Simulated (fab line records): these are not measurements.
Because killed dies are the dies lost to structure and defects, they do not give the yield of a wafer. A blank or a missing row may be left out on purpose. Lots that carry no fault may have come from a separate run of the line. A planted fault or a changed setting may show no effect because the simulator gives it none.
Matching of chambers | flow nand-harc | rie-diel-13 running NHARC_P_GATE_STRIP_108: 4 sister chambers
The step strips in O2. 4 wafers are shown with their chamber, then 9 later ones without.

== WAFERS WITH THEIR CHAMBER ==
wafer  | chamber | showerhead-plenum-p-Torr (Torr)
L088.4 | 0       | 3.29
L087.3 | 1       | 3.46
L087.4 | 3       | 3.36
L087.5 | 2       | 3.71

== WAFERS WITH NO CHAMBER GIVEN ==
wafer  | showerhead-plenum-p-Torr (Torr)
L092.1 | 3.46
L092.3 | 3.70
L092.5 | 3.29
L093.3 | 3.45
L093.5 | 3.35
L093.6 | 3.28
L097.3 | 3.34
L097.4 | 3.44
L097.6 | 3.69

== THE CHAMBER EACH PASSED THROUGH ==
wafer  | from the rows above | in truth
L092.1 | 1                   | 1
L092.3 | 2                   | 2
L092.5 | 0                   | 0
L093.3 | 1                   | 1
L093.5 | 3                   | 3
L093.6 | 0                   | 0
L097.3 | 3                   | 3
L097.4 | 1                   | 1
L097.6 | 2                   | 2
Placed correctly: 9 of 9. Left unplaced by these rows: 0. Placed wrongly: 0.
How it was worked out, from the rows above alone: a wafer's distance from a chamber is the root of the sum, over the readings, of the square of ((its reading less the chamber's mean) divided by the reading's scatter). If the next closest chamber is less than 2 further off than the closest, the wafer can't be placed; otherwise it belongs to the closest. A chamber's mean is the mean of its shown wafers. The scatter: with one shown wafer a chamber, the root of the mean of the squares of how far each hidden wafer lies from its nearest shown one.
